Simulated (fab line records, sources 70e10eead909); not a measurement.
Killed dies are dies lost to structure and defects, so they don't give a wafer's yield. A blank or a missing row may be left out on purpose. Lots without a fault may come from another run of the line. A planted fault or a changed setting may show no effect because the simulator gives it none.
A struck lot beside a sound one | flow nand_harc | 15 steps out of a route of 1302
Sound: wafers L820.1, L820.3, L820.4. Struck: wafers L824.3, L824.4, L824.6. The cause comes at the end.
At each step with rows: each side's tool, then ch and its chambers, then its first start. Under that, the readings that differ: sound wafers | struck wafers | difference of the means | sigmas: that difference in standard deviations of wafers without a fault.
alike: readings whose means differ by less than 2 such deviations, and words and numbers that are the same on both sides. not compared: withheld readings, readings that some wafer has no value for, bounds like >300 that may hide the same value, and numbers for which the record gives no deviation and whose values overlap.
The two part at a step that has a row with sigmas, a row that says differs or no value, or rows on one side only. Numbers that don't overlap but have no deviation are shown without sigmas and don't part them. A reading that every wafer of one side lacks parts them only if that side has two wafers or more.

NHARC_P_M1_INSPECT_11:
  sound on defect_inspect-02, day 10 20:23; struck on defect_inspect-02, day 12 08:14
  alike: raw_defect_count
then, 3 steps without rows for these wafers: NHARC_P_M1_DESCUM_14 (chemistry O2, time 3 s); NHARC_P_M1_ETCH_35 (etches the open film in N2/H2, target depth 40 nm, overetch 12 nm, time 43.94 s); NHARC_P_M1_ETCH_15 (etches the open film in C4F8/Ar, target depth 182.5 nm, time 91.2 s).
NHARC_P_M1_CD_MEAS_16:
  sound on cd_sem-02, day 10 20:47; struck on cd_sem-02, day 12 09:04
  alike: cd_nm
then, 1 step without rows for these wafers: NHARC_P_M1_STRIP_18 (strips in N2/H2).
NHARC_P_M1_ETCH_28: etches the open film in CF4/N2, target depth 30 nm, time 72.99 s.
  sound on rie_diel-09 ch 0,2,3; struck on rie_diel-09 ch 0,2,3
  alike: drypump_motor_current_A, oes_product_au, rf_vpp_V, showerhead_plenum_p_Torr, throttle_valve_pct
  not compared: rf_hours_counter_h
then, 2 steps without rows for these wafers: NHARC_P_M1_STRIP_19 (strips in post etch residue remover, time 600 s); NHARC_P_M1_DEGAS_29 (time 60 s).
NHARC_P_M1_PRE_CLEAN_30: time 30 s.
  sound on pvd_sputter-03; struck on pvd_sputter-03
  alike: heater_power_w
NHARC_P_M1_PVD_20: deposits TaN, target thk 5 nm, time 8.06 s.
  sound on pvd_sputter-03; struck on pvd_sputter-03
  alike: throttle_valve_pct
NHARC_P_M1_PVD_21: deposits Cu, target thk 30 nm, time 20.49 s.
  sound on pvd_sputter-03; struck on pvd_sputter-03
  alike: throttle_valve_pct
NHARC_P_M1_ECD_22: material Cu, target thk 400 nm.
  sound on ecd_cu-01 ch 0,1, day 10 21:55; struck on ecd_cu-02 ch 0,1, day 12 10:14
NHARC_P_M1_ANNEAL_31: time 90 s.
  sound on rtp_anneal-01 ch 0, day 10 22:16; struck on rtp_anneal-02 ch 0, day 12 10:38
  alike: wafer_temp_C_max
NHARC_P_M1_CMP_23: polishes, t overpolish 20 s, target thk 157.82 nm.
  sound on cmp-04 ch 0,1,3, day 10 22:36; struck on cmp-02 ch 0,2, day 12 10:52
  reading                | sound          | struck         | difference | sigmas
  time_to_endpoint_s (s) | 27.7 29.8 29.3 | 17.2 15.2 16.0 | -12.8      | -6
  alike: motor_current_A

WHERE THEY PART
Only at NHARC_P_M1_CMP_23, within this record.

WHY: what the simulator had put in
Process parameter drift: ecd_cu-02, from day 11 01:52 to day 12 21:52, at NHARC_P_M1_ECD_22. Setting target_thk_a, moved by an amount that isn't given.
